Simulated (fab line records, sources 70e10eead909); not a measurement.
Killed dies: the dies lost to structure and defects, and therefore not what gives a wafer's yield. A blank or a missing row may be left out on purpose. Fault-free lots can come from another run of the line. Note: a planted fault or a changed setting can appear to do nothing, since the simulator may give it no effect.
fab line records / flow nand-harc
record: lots: 7 wafers: 19 last-day: 32
route steps=1302 shown A_ONON_D2@565 A_CHANNEL_HOLE_D2@570 END@1302
lots untouched by any fault: they come from a run of this same line in which no faults occurred
start-h: hours from the record's first day to the start of the lot's first wafer shown / wait-h: hours since the lot's step before / " unchanged from the row above / L1.1+2: one row covering several wafers at once / - no value, or no start was given / * or withheld: withheld / < > ~ a bound
route shown NAME@n: NAME is a module with steps in the file, n the number in the route of the first one / usual: mean/standard deviation taken from wafers without a fault / same: alike in all rows / chamber/n: place in a boat / sites: readings site by site / _std_site: their standard deviation / _edge_site: the outer-site mean with the inner-site mean subtracted / radius-mm: for every site, how far away it sits from the centre of the wafer / mask NAME#n: copy n / behind: tool/chamber where the wafer was last shaped / hold: the reason the lot was held/the length of the hold in hours/how it ended / device: whichever transistor did not switch (one of n, p or np) / end of line: tests run on the same wafers once the route is complete / step lacking rows: just its recipe / killed: dies that structure and defects cost at the first sort, which is not the same as the wafer's yield / map: dies across one wafer; x = killed, . = not, _ = none there
set.NAME: the setting that was run; set.NAME@STEP: the one run at that earlier step / model.NAME: the simulator's own value behind a step, which no gauge read
certain route steps with their lots: each step a table, each wafer a row
services: the hour from which a tool's chamber was out of use, counted from the record's first day as start-h (under 0 if before that day), plus the number of hours and why
== steps ==
step: NHARC_A_ONON_D2_THK_MEAS_30
recipe: thk-meas-gauge: ellipsometry
usual: thk-nm: 1001/9
lot.wafer=L678.2 tool=film-metro-02 chamber=- start-h=303.51 wait-h=- thk-nm=1009
lot.wafer=L678.3 tool=film-metro-02 chamber=- start-h=303.51 wait-h=- thk-nm=1011
lot.wafer=L678.6 tool=film-metro-02 chamber=- start-h=303.51 wait-h=- thk-nm=1010
lot.wafer=L688.2 tool=film-metro-02 chamber=- start-h=405.95 wait-h=- thk-nm=1008
lot.wafer=L688.5 tool=film-metro-02 chamber=- start-h=405.95 wait-h=- thk-nm=1009
lot.wafer=L688.6 tool=film-metro-02 chamber=- start-h=405.95 wait-h=- thk-nm=1010
lot.wafer=L689.2 tool=film-metro-01 chamber=- start-h=405.96 wait-h=- thk-nm=992
lot.wafer=L689.5 tool=film-metro-01 chamber=- start-h=405.96 wait-h=- thk-nm=993
lot.wafer=L690.1 tool=film-metro-02 chamber=- start-h=433.15 wait-h=- thk-nm=989
lot.wafer=L690.3 tool=film-metro-02 chamber=- start-h=433.15 wait-h=- thk-nm=986
lot.wafer=L695.3 tool=film-metro-02 chamber=- start-h=466.62 wait-h=- thk-nm=996
lot.wafer=L695.4 tool=film-metro-02 chamber=- start-h=466.62 wait-h=- thk-nm=998
lot.wafer=L695.6 tool=film-metro-02 chamber=- start-h=466.62 wait-h=- thk-nm=998
lot.wafer=L697.3 tool=film-metro-02 chamber=- start-h=493.76 wait-h=- thk-nm=986
lot.wafer=L697.4 tool=film-metro-02 chamber=- start-h=493.76 wait-h=- thk-nm=988
lot.wafer=L697.5 tool=film-metro-02 chamber=- start-h=493.76 wait-h=- thk-nm=987
lot.wafer=L698.2 tool=film-metro-01 chamber=- start-h=500.72 wait-h=- thk-nm=999
lot.wafer=L698.3 tool=film-metro-01 chamber=- start-h=500.72 wait-h=- thk-nm=999
lot.wafer=L698.5 tool=film-metro-01 chamber=- start-h=500.72 wait-h=- thk-nm=999
step: NHARC_A_ONON_D2_DEP_33
recipe: target-thk-a: 2000 temp-c: 400 pressure-torr: 6.5 rf-w: 900 teos-flow-sccm: 161.4 flow-sccm: 2650 target-thk-nm: 200 gas: O2 material: SiO2
usual: heater-power-w: 577/91 throttle-valve-pct: 16.2/0.61
lot.wafer=L678.2 tool=pecvd-04 chamber=1 start-h=303.57 wait-h=0.1 heater-power-w=470 since-wet-clean-h=22 throttle-valve-pct=16.1
lot.wafer=L678.3 tool=pecvd-04 chamber=0 start-h=303.57 wait-h=0.1 heater-power-w=769 since-wet-clean-h=22 throttle-valve-pct=16.6
lot.wafer=L678.6 tool=pecvd-04 chamber=2 start-h=303.57 wait-h=0.1 heater-power-w=543 since-wet-clean-h=- throttle-valve-pct=16.2
lot.wafer=L688.2 tool=pecvd-01 chamber=1 start-h=406.00 wait-h=0.1 heater-power-w=573 since-wet-clean-h=82 throttle-valve-pct=15.9
lot.wafer=L688.5 tool=pecvd-01 chamber=2 start-h=406.00 wait-h=0.1 heater-power-w=745 since-wet-clean-h=- throttle-valve-pct=17.0
lot.wafer=L688.6 tool=pecvd-01 chamber=0 start-h=406.00 wait-h=0.1 heater-power-w=425 since-wet-clean-h=- throttle-valve-pct=15.8
lot.wafer=L689.2 tool=pecvd-02 chamber=1 start-h=406.15 wait-h=0.2 heater-power-w=671 since-wet-clean-h=166 throttle-valve-pct=15.0
lot.wafer=L689.5 tool=pecvd-02 chamber=1 start-h=406.15 wait-h=0.2 heater-power-w=509 since-wet-clean-h=- throttle-valve-pct=14.8
lot.wafer=L690.1 tool=pecvd-01 chamber=0 start-h=433.46 wait-h=0.3 heater-power-w=477 since-wet-clean-h=109 throttle-valve-pct=15.8
lot.wafer=L690.3 tool=pecvd-01 chamber=2 start-h=433.46 wait-h=0.3 heater-power-w=722 since-wet-clean-h=109 throttle-valve-pct=17.1
lot.wafer=L695.3 tool=pecvd-04 chamber=2 start-h=466.68 wait-h=0.1 heater-power-w=611 since-wet-clean-h=4 throttle-valve-pct=15.8
lot.wafer=L695.6 tool=pecvd-04 chamber=2 start-h=466.68 wait-h=0.1 heater-power-w=613 since-wet-clean-h=- throttle-valve-pct=15.8
lot.wafer=L695.4 tool=pecvd-04 chamber=0 start-h=466.68 wait-h=0.1 heater-power-w=745 since-wet-clean-h=- throttle-valve-pct=15.9
lot.wafer=L697.3 tool=pecvd-04 chamber=2 start-h=493.81 wait-h=0.1 heater-power-w=619 since-wet-clean-h=31 throttle-valve-pct=15.9
lot.wafer=L697.4 tool=pecvd-04 chamber=0 start-h=493.81 wait-h=0.1 heater-power-w=822 since-wet-clean-h=- throttle-valve-pct=15.9
lot.wafer=L697.5 tool=pecvd-04 chamber=1 start-h=493.81 wait-h=0.1 heater-power-w=543 since-wet-clean-h=- throttle-valve-pct=16.4
lot.wafer=L698.3 tool=pecvd-02 chamber=2 start-h=500.82 wait-h=0.1 heater-power-w=604 since-wet-clean-h=80 throttle-valve-pct=16.3
lot.wafer=L698.2 tool=pecvd-02 chamber=0 start-h=500.82 wait-h=0.1 heater-power-w=531 since-wet-clean-h=80 throttle-valve-pct=17.2
lot.wafer=L698.5 tool=pecvd-02 chamber=1 start-h=500.82 wait-h=0.1 heater-power-w=661 since-wet-clean-h=- throttle-valve-pct=14.5
step: NHARC_A_ONON_D2_THK_MEAS_34
recipe: thk-meas-gauge: ellipsometry
usual: thk-nm: 200/3.9
lot.wafer=L678.2 tool=film-metro-02 chamber=- start-h=303.98 wait-h=- thk-nm=192
lot.wafer=L678.3 tool=film-metro-02 chamber=- start-h=303.98 wait-h=- thk-nm=196
lot.wafer=L678.6 tool=film-metro-02 chamber=- start-h=303.98 wait-h=- thk-nm=203
lot.wafer=L688.2 tool=film-metro-01 chamber=- start-h=406.42 wait-h=- thk-nm=202
lot.wafer=L688.5 tool=film-metro-01 chamber=- start-h=406.42 wait-h=- thk-nm=195
lot.wafer=L688.6 tool=film-metro-01 chamber=- start-h=406.42 wait-h=- thk-nm=202
lot.wafer=L689.2 tool=film-metro-01 chamber=- start-h=406.52 wait-h=- thk-nm=200
lot.wafer=L689.5 tool=film-metro-01 chamber=- start-h=406.52 wait-h=- thk-nm=205
lot.wafer=L690.1 tool=film-metro-02 chamber=- start-h=433.88 wait-h=- thk-nm=198
lot.wafer=L690.3 tool=film-metro-02 chamber=- start-h=433.88 wait-h=- thk-nm=190
lot.wafer=L695.3 tool=film-metro-02 chamber=- start-h=467.09 wait-h=- thk-nm=199
lot.wafer=L695.4 tool=film-metro-02 chamber=- start-h=467.09 wait-h=- thk-nm=203
lot.wafer=L695.6 tool=film-metro-02 chamber=- start-h=467.09 wait-h=- thk-nm=199
lot.wafer=L697.3 tool=film-metro-02 chamber=- start-h=494.23 wait-h=- thk-nm=193
lot.wafer=L697.4 tool=film-metro-02 chamber=- start-h=494.23 wait-h=- thk-nm=203
lot.wafer=L697.5 tool=film-metro-02 chamber=- start-h=494.23 wait-h=- thk-nm=202
lot.wafer=L698.2 tool=film-metro-01 chamber=- start-h=501.18 wait-h=- thk-nm=197
lot.wafer=L698.3 tool=film-metro-01 chamber=- start-h=501.18 wait-h=- thk-nm=200
lot.wafer=L698.5 tool=film-metro-01 chamber=- start-h=501.18 wait-h=- thk-nm=198
step: NHARC_A_ONON_D2_INSPECT_32
usual: raw-defect-count: 414/180
lot.wafer=L678.2 tool=defect-inspect-01 chamber=- start-h=304.06 wait-h=0.0 raw-defect-count=396
lot.wafer=L678.3 tool=defect-inspect-01 chamber=- start-h=304.06 wait-h=0.0 raw-defect-count=525
lot.wafer=L678.6 tool=defect-inspect-01 chamber=- start-h=304.06 wait-h=0.0 raw-defect-count=453
lot.wafer=L688.2 tool=defect-inspect-02 chamber=- start-h=406.50 wait-h=0.0 raw-defect-count=265
lot.wafer=L688.5 tool=defect-inspect-02 chamber=- start-h=406.50 wait-h=0.0 raw-defect-count=286
lot.wafer=L688.6 tool=defect-inspect-02 chamber=- start-h=406.50 wait-h=0.0 raw-defect-count=372
lot.wafer=L689.2 tool=defect-inspect-02 chamber=- start-h=406.58 wait-h=0.0 raw-defect-count=565
lot.wafer=L689.5 tool=defect-inspect-02 chamber=- start-h=406.58 wait-h=0.0 raw-defect-count=332
lot.wafer=L690.1 tool=defect-inspect-01 chamber=- start-h=433.96 wait-h=0.0 raw-defect-count=459
lot.wafer=L690.3 tool=defect-inspect-01 chamber=- start-h=433.96 wait-h=0.0 raw-defect-count=305
lot.wafer=L695.3 tool=defect-inspect-01 chamber=- start-h=467.18 wait-h=0.0 raw-defect-count=371
lot.wafer=L695.4 tool=defect-inspect-01 chamber=- start-h=467.18 wait-h=0.0 raw-defect-count=359
lot.wafer=L695.6 tool=defect-inspect-01 chamber=- start-h=467.18 wait-h=0.0 raw-defect-count=505
lot.wafer=L697.3 tool=defect-inspect-01 chamber=- start-h=494.32 wait-h=0.0 raw-defect-count=495
lot.wafer=L697.4 tool=defect-inspect-01 chamber=- start-h=494.32 wait-h=0.0 raw-defect-count=206
lot.wafer=L697.5 tool=defect-inspect-01 chamber=- start-h=494.32 wait-h=0.0 raw-defect-count=288
lot.wafer=L698.2 tool=defect-inspect-02 chamber=- start-h=501.25 wait-h=0.0 raw-defect-count=434
lot.wafer=L698.3 tool=defect-inspect-02 chamber=- start-h=501.25 wait-h=0.0 raw-defect-count=805
lot.wafer=L698.5 tool=defect-inspect-02 chamber=- start-h=501.25 wait-h=0.0 raw-defect-count=600
step: NHARC_A_CHANNEL_HOLE_D2_DEP_00
recipe: target-thk-a: 31000 temp-c: 400 material: aC
usual: throttle-valve-pct: 34.999/0.0097
lot.wafer=L678.2 tool=acl-dep-01 chamber=0 start-h=309.50 wait-h=5.4 throttle-valve-pct=34.996
lot.wafer=L678.3 tool=acl-dep-01 chamber=0 start-h=309.50 wait-h=5.4 throttle-valve-pct=35.000
lot.wafer=L678.6 tool=acl-dep-01 chamber=0 start-h=309.50 wait-h=5.4 throttle-valve-pct=34.999
lot.wafer=L688.2 tool=acl-dep-02 chamber=0 start-h=407.51 wait-h=1.0 throttle-valve-pct=35.009
lot.wafer=L688.5 tool=acl-dep-02 chamber=0 start-h=407.51 wait-h=1.0 throttle-valve-pct=35.004
lot.wafer=L688.6 tool=acl-dep-02 chamber=0 start-h=407.51 wait-h=1.0 throttle-valve-pct=34.997
lot.wafer=L689.2 tool=acl-dep-01 chamber=0 start-h=408.07 wait-h=1.5 throttle-valve-pct=35.001
lot.wafer=L689.5 tool=acl-dep-01 chamber=0 start-h=408.07 wait-h=1.5 throttle-valve-pct=35.005
lot.wafer=L690.1 tool=acl-dep-03 chamber=0 start-h=439.21 wait-h=5.2 throttle-valve-pct=35.015
lot.wafer=L690.3 tool=acl-dep-03 chamber=0 start-h=439.21 wait-h=5.2 throttle-valve-pct=34.998
lot.wafer=L695.3 tool=acl-dep-03 chamber=0 start-h=470.11 wait-h=2.9 throttle-valve-pct=35.012
lot.wafer=L695.4 tool=acl-dep-03 chamber=0 start-h=470.11 wait-h=2.9 throttle-valve-pct=35.012
lot.wafer=L695.6 tool=acl-dep-03 chamber=0 start-h=470.11 wait-h=2.9 throttle-valve-pct=34.993
lot.wafer=L697.3 tool=acl-dep-03 chamber=0 start-h=495.02 wait-h=0.7 throttle-valve-pct=34.994
lot.wafer=L697.4 tool=acl-dep-03 chamber=0 start-h=495.02 wait-h=0.7 throttle-valve-pct=35.007
lot.wafer=L697.5 tool=acl-dep-03 chamber=0 start-h=495.02 wait-h=0.7 throttle-valve-pct=35.006
lot.wafer=L698.2 tool=acl-dep-03 chamber=0 start-h=503.39 wait-h=2.1 throttle-valve-pct=35.000
lot.wafer=L698.3 tool=acl-dep-03 chamber=0 start-h=503.39 wait-h=2.1 throttle-valve-pct=34.997
lot.wafer=L698.5 tool=acl-dep-03 chamber=0 start-h=503.39 wait-h=2.1 throttle-valve-pct=35.007
step: NHARC_A_CHANNEL_HOLE_D2_DEP_01
recipe: target-thk-a: 1400 target-thk-nm: 140 temp-c: 400 pressure-torr: 3.5 flow-sccm: 200 rf-w: 350 material: SiON
usual: heater-power-w: 769/71
lot.wafer=L678.2 tool=pecvd-02 chamber=2 start-h=311.14 wait-h=1.3 heater-power-w=748 since-wet-clean-h=71
lot.wafer=L678.3 tool=pecvd-02 chamber=0 start-h=311.14 wait-h=1.3 heater-power-w=775 since-wet-clean-h=71
lot.wafer=L678.6 tool=pecvd-02 chamber=2 start-h=311.14 wait-h=1.3 heater-power-w=763 since-wet-clean-h=-
lot.wafer=L688.2 tool=pecvd-01 chamber=2 start-h=409.12 wait-h=1.3 heater-power-w=886 since-wet-clean-h=85
lot.wafer=L688.6 tool=pecvd-01 chamber=2 start-h=409.12 wait-h=1.3 heater-power-w=911 since-wet-clean-h=-
lot.wafer=L688.5 tool=pecvd-01 chamber=0 start-h=409.12 wait-h=1.3 heater-power-w=682 since-wet-clean-h=-
lot.wafer=L689.2 tool=pecvd-01 chamber=1 start-h=409.67 wait-h=1.3 heater-power-w=822 since-wet-clean-h=85
lot.wafer=L689.5 tool=pecvd-01 chamber=0 start-h=409.67 wait-h=1.3 heater-power-w=659 since-wet-clean-h=-
lot.wafer=L690.3 tool=pecvd-03 chamber=1 start-h=441.15 wait-h=1.0 heater-power-w=763 since-wet-clean-h=62
lot.wafer=L690.1 tool=pecvd-03 chamber=2 start-h=441.15 wait-h=1.0 heater-power-w=735 since-wet-clean-h=62
lot.wafer=L695.3 tool=pecvd-03 chamber=2 start-h=471.45 wait-h=1.0 heater-power-w=855 since-wet-clean-h=92
lot.wafer=L695.6 tool=pecvd-03 chamber=0 start-h=471.45 wait-h=1.0 heater-power-w=805 since-wet-clean-h=-
lot.wafer=L695.4 tool=pecvd-03 chamber=1 start-h=471.45 wait-h=1.0 heater-power-w=731 since-wet-clean-h=-
lot.wafer=L697.3 tool=pecvd-02 chamber=2 start-h=496.62 wait-h=1.3 heater-power-w=819 since-wet-clean-h=75
lot.wafer=L697.5 tool=pecvd-02 chamber=0 start-h=496.62 wait-h=1.3 heater-power-w=681 since-wet-clean-h=-
lot.wafer=L697.4 tool=pecvd-02 chamber=1 start-h=496.62 wait-h=1.3 heater-power-w=824 since-wet-clean-h=-
lot.wafer=L698.3 tool=pecvd-02 chamber=2 start-h=505.05 wait-h=1.0 heater-power-w=785 since-wet-clean-h=84
lot.wafer=L698.2 tool=pecvd-02 chamber=0 start-h=505.05 wait-h=1.0 heater-power-w=603 since-wet-clean-h=84
lot.wafer=L698.5 tool=pecvd-02 chamber=1 start-h=505.05 wait-h=1.0 heater-power-w=829 since-wet-clean-h=-
step: NHARC_A_CHANNEL_HOLE_D2_DEHYDRATE_02
recipe: temp-c: 150 time-s: 120
step: NHARC_A_CHANNEL_HOLE_D2_HMDS_03
recipe: time-s: 30
step: NHARC_A_CHANNEL_HOLE_D2_COAT_36
recipe: temp-c: 260 time-s: 75
step: NHARC_A_CHANNEL_HOLE_D2_COAT_37
recipe: temp-c: 225 time-s: 65
step: NHARC_A_CHANNEL_HOLE_D2_COAT_04
recipe: spin-rpm: 1500 resist-thk-nm: 90
step: NHARC_A_CHANNEL_HOLE_D2_SOFTBAKE_05
recipe: temp-c: 105 time-s: 55
usual: heater-power-total-W: 188.46/0.14
lot.wafer=L678.2 tool=litho-track-04 chamber=0 start-h=311 wait-h=- heater-power-total-W=188.32
lot.wafer=L678.3 tool=litho-track-04 chamber=0 start-h=311 wait-h=- heater-power-total-W=188.33
lot.wafer=L678.6 tool=litho-track-04 chamber=0 start-h=311 wait-h=- heater-power-total-W=188.31
lot.wafer=L688.2 tool=litho-track-04 chamber=0 start-h=409 wait-h=- heater-power-total-W=222.58
lot.wafer=L688.5 tool=litho-track-04 chamber=0 start-h=409 wait-h=- heater-power-total-W=188.35
lot.wafer=L688.6 tool=litho-track-04 chamber=0 start-h=409 wait-h=- heater-power-total-W=188.52
lot.wafer=L689.2 tool=litho-track-04 chamber=0 start-h=409 wait-h=- heater-power-total-W=222.65
lot.wafer=L689.5 tool=litho-track-04 chamber=0 start-h=409 wait-h=- heater-power-total-W=188.74
lot.wafer=L690.1 tool=litho-track-04 chamber=0 start-h=441 wait-h=- heater-power-total-W=188.41
lot.wafer=L690.3 tool=litho-track-04 chamber=0 start-h=441 wait-h=- heater-power-total-W=222.69
lot.wafer=L695.3 tool=litho-track-01 chamber=0 start-h=471 wait-h=- heater-power-total-W=188.42
lot.wafer=L695.4 tool=litho-track-01 chamber=0 start-h=471 wait-h=- heater-power-total-W=188.42
lot.wafer=L695.6 tool=litho-track-01 chamber=0 start-h=471 wait-h=- heater-power-total-W=188.42
lot.wafer=L697.3 tool=litho-track-01 chamber=0 start-h=496 wait-h=- heater-power-total-W=188.39
lot.wafer=L697.4 tool=litho-track-01 chamber=0 start-h=496 wait-h=- heater-power-total-W=188.49
lot.wafer=L697.5 tool=litho-track-01 chamber=0 start-h=496 wait-h=- heater-power-total-W=188.44
lot.wafer=L698.2 tool=litho-track-04 chamber=0 start-h=505 wait-h=- heater-power-total-W=188.46
lot.wafer=L698.3 tool=litho-track-04 chamber=0 start-h=505 wait-h=- heater-power-total-W=188.36
lot.wafer=L698.5 tool=litho-track-04 chamber=0 start-h=505 wait-h=- heater-power-total-W=188.32
step: NHARC_A_CHANNEL_HOLE_D2_EBR_06
step: NHARC_END_SORT_01
recipe: temp-c: 25
usual: killed-at-array: 56/19 killed-at-other: 0.6/1 killed-at-periphery: 3.9/2.7 killed-dies: 61/19 killed-open: 3.3/1.9 killed-short: 2.4/1.7
same: gross-dies: 677
lot.wafer=L695.3 tool=prober-02 chamber=0 start-h=744.56 wait-h=3.1 killed-at-array=69 killed-at-other=0 killed-at-periphery=4 killed-dies=73 killed-open=2 killed-short=2
lot.wafer=L695.4 tool=prober-02 chamber=0 start-h=745.35 wait-h=3.4 killed-at-array=60 killed-at-other=0 killed-at-periphery=2 killed-dies=62 killed-open=4 killed-short=2
lot.wafer=L695.6 tool=prober-02 chamber=0 start-h=746.94 wait-h=4.0 killed-at-array=64 killed-at-other=0 killed-at-periphery=3 killed-dies=67 killed-open=6 killed-short=2
killed by level:class
L695.3 A_CHANNEL_HOLE_D1:chamber-film-flake=29 A_CHANNEL_HOLE_D2:chamber-film-flake=27 A_CONTACT:chamber-film-flake=4 P_GATE:chamber-film-flake=3 A_SLIT:chamber-film-flake=3 A_CHANNEL_HOLE_D1:geometric-particle:short=1 A_ONON_D2:geometric-particle:open=1 A_CHANNEL_FILL_D2:geometric-particle:open=1
L695.4 A_CHANNEL_HOLE_D1:chamber-film-flake=23 A_CHANNEL_HOLE_D2:chamber-film-flake=21 A_SLIT:chamber-film-flake=3 A_CHANNEL_FILL_D2:chamber-film-flake=3 A_CONTACT:chamber-film-flake=3 A_CHANNEL_FILL_D2:geometric-particle:open=2 P_CONTACT:geometric-particle:open=1 A_CHANNEL_HOLE_D1:geometric-particle:short=1
L695.6 A_CHANNEL_HOLE_D1:chamber-film-flake=28 A_CHANNEL_HOLE_D2:chamber-film-flake=19 A_CONTACT:chamber-film-flake=4 A_SLIT:chamber-film-flake=3 A_STAIRCASE:chamber-film-flake=3 P_GATE:geometric-particle:open=2 A_M0:geometric-particle:open=2 A_CHANNEL_HOLE_D2:geometric-particle:open=1
== services ==
tool=acl-dep-03 chamber=- start-h=298.18 hours=13.0 kind=pm
tool=pecvd-01 chamber=- start-h=311.23 hours=13.0 kind=pm
tool=pecvd-01 chamber=0 start-h=311.23 hours=13.0 kind=vent-cycle
tool=pecvd-01 chamber=1 start-h=311.23 hours=13.0 kind=vent-cycle
tool=pecvd-01 chamber=2 start-h=311.23 hours=13.0 kind=vent-cycle
tool=pecvd-04 chamber=0 start-h=324.58 hours=17.6 kind=repair
tool=litho-track-01 chamber=- start-h=330.00 hours=7.0 kind=pm
tool=pecvd-03 chamber=- start-h=366.27 hours=13.0 kind=pm
tool=acl-dep-01 chamber=- start-h=372.13 hours=13.0 kind=pm
tool=litho-track-04 chamber=- start-h=378.00 hours=7.0 kind=pm
tool=pecvd-04 chamber=1 start-h=400.76 hours=5.7 kind=repair
tool=pecvd-02 chamber=- start-h=408.30 hours=13.0 kind=pm
tool=pecvd-02 chamber=0 start-h=408.30 hours=13.0 kind=vent-cycle
tool=pecvd-02 chamber=1 start-h=408.30 hours=13.0 kind=vent-cycle
tool=pecvd-02 chamber=2 start-h=408.30 hours=13.0 kind=vent-cycle
tool=pecvd-02 chamber=0 start-h=421.30 hours=- kind=clean
tool=pecvd-02 chamber=1 start-h=421.30 hours=- kind=clean
tool=pecvd-02 chamber=2 start-h=421.30 hours=- kind=clean
tool=pecvd-01 chamber=- start-h=423.94 hours=1.6 kind=repair
tool=acl-dep-02 chamber=- start-h=426.38 hours=13.0 kind=pm
tool=pecvd-04 chamber=- start-h=450.04 hours=13.0 kind=pm
tool=acl-dep-03 chamber=- start-h=480.08 hours=13.0 kind=pm
tool=pecvd-01 chamber=- start-h=491.97 hours=0.3 kind=repair
tool=litho-track-01 chamber=- start-h=505.00 hours=7.0 kind=pm
== key ==
first-sign: step: NHARC_A_CHANNEL_HOLE_D2_SOFTBAKE_05 reading: heater-power-total-W direction: up sigmas: 99+ usual: * struck: *
effect none on later readings
met-at NHARC_A_CHANNEL_HOLE_D2_SOFTBAKE_05
struck-wafers L688.2,L689.2,L690.3
tester-left-out L688,L689,L690
onset-between 311 409
fault: kind: process-parameter-drift tool: litho-track-04 chamber: - onset-h: 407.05 steps: NHARC_A_CHANNEL_HOLE_D2_SOFTBAKE_05 channel: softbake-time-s offset: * shape: step end-h: 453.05 scope: struck-wafers-only acts-in: * stated: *
tester-left-out: of these lots the tester's yield and bins aren't shown, on N5 and GAA mostly nor the transistor test; their killed dies are dies lost to structure and defects alone, not to doping, threshold or leakage, so they don't give the yield
